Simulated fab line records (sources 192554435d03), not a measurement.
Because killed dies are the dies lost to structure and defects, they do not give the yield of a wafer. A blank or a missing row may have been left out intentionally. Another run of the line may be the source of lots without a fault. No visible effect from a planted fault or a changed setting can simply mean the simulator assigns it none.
Comparing a struck lot with a sound one | flow n5 finfet | 21 steps out of a route of 1938
Sound: the wafers L488.1, L488.5, L488.6. Struck: wafers L483.1, L483.2, L483.5. Last of all comes the cause.
Each step with rows lists, per side, the tool, then ch with its chambers, then its first start. Under that, the readings that differ: sound wafers | struck wafers | difference of the means | sigmas: that difference in standard deviations of wafers without a fault.
alike: same words and numbers on both sides, and readings whose means sit less than 2 such deviations apart. not compared: any withheld reading, any reading some wafer has no value for, any bound like >300 that may hide the same value, and any number with overlapping values for which the record gives no deviation.
A row with sigmas, a row that says differs or no value, or rows on one side alone: a step with any of these is where the two part. When numbers do not overlap yet have no deviation, they are printed without sigmas and do not part them. A reading that every wafer of one side lacks parts them only if that side has two wafers or more.

first, 8 steps without rows for these wafers: N5_PASSIVATION_HMDS_37 (time 60 s); N5_PASSIVATION_COAT_38; N5_PASSIVATION_EBR_40; N5_PASSIVATION_SOFTBAKE_39 (time 120 s); N5_PASSIVATION_EXPOSE_41 (exposes mask PASS OPEN, defocus 0 nm, target cd 40000 nm); N5_PASSIVATION_PEB_42; N5_PASSIVATION_DEVELOP_43 (develop time 60 s); N5_PASSIVATION_HARDBAKE_45 (time 120 s).
N5_PASSIVATION_CD_MEAS_44 targets a cd of 40000 nm.
  sound on cd sem-03 ch 0, day 17 20:29; struck on cd sem-01 ch 0, day 18 14:46
  alike: cd nm
N5_PASSIVATION_OVL_MEAS_66:
  sound on overlay-02 ch 0, day 17 20:31; struck on overlay-01 ch 0, day 18 14:47
  alike: PASS_OPEN_OVL
N5_PASSIVATION_INSPECT_67: inspects for defects (macro).
  sound on defect inspect-02, day 17 20:32; struck on defect inspect-02, day 18 14:49
  alike: raw defect count
N5_PASSIVATION_DESCUM_46: chemistry O2, time 7.9 s.
  sound on rie diel-05 ch 0,1,2, day 17 20:34; struck on rie diel-05 ch 0,2, day 18 15:03
  alike: drypump motor current A, oes product au, rf vpp V, showerhead plenum p Torr, throttle valve pct
  not compared: rf hours counter h
N5_PASSIVATION_PASS_ETCH_47: etches SiNx in CF4/O2, target depth 770 nm, time 385 s.
  sound on rie diel-05 ch 0,1,2, day 17 20:36; struck on rie diel-05 ch 0,2, day 18 15:05
  alike: drypump motor current A, oes_f_703_au, oes product au, rf vpp V, showerhead plenum p Torr, throttle valve pct
  not compared: rf hours counter h
N5_PASSIVATION_ETCH_54: etches SiO2 in CHF3/O2, target depth 880 nm, time 440 s.
  sound on rie diel-05 ch 0,1,2, day 17 20:50; struck on rie diel-05 ch 0,2, day 18 15:19
  alike: CHF3_flow_sccm, drypump motor current A, oes_f_703_au, oes product au, rf vpp V, showerhead plenum p Torr, throttle valve pct
  not compared: rf hours counter h
N5_PASSIVATION_STRIP_48: strips in O2.
  sound on rie diel-05 ch 0,1,2, day 17 21:07; struck on rie diel-05 ch 0,2, day 18 15:36
  alike: drypump motor current A, oes product au, rf vpp V, showerhead plenum p Torr, throttle valve pct
  not compared: rf hours counter h
then, 4 steps without rows for these wafers: N5_PASSIVATION_STRIP_52 (strips in post etch residue remover, time 1200 s); N5_PASSIVATION_CLEAN_71 (cleans in IPA, time 180 s); N5_PASSIVATION_SRD_72 (time 30 s); N5_PASSIVATION_ANNEAL_56 (time 1800 s).
N5_PASSIVATION_PROBE_49:
  the record has rows for the struck wafers here (prober-02, day 18 18:51) and none for the sound ones
N5_PASSIVATION_INSPECT_57: inspects for defects (macro).
  sound on defect inspect-01, day 18 00:03; struck on defect inspect-02, day 18 19:13
  reading          | sound | struck        | difference | sigmas
  raw defect count | 2 1 0 | >300 >300 298 | differs    |

== WHERE THEY PART ==
First at N5_PASSIVATION_PROBE_49; last, within this record, at N5_PASSIVATION_INSPECT_57.

WHY: what had been put in by the simulator
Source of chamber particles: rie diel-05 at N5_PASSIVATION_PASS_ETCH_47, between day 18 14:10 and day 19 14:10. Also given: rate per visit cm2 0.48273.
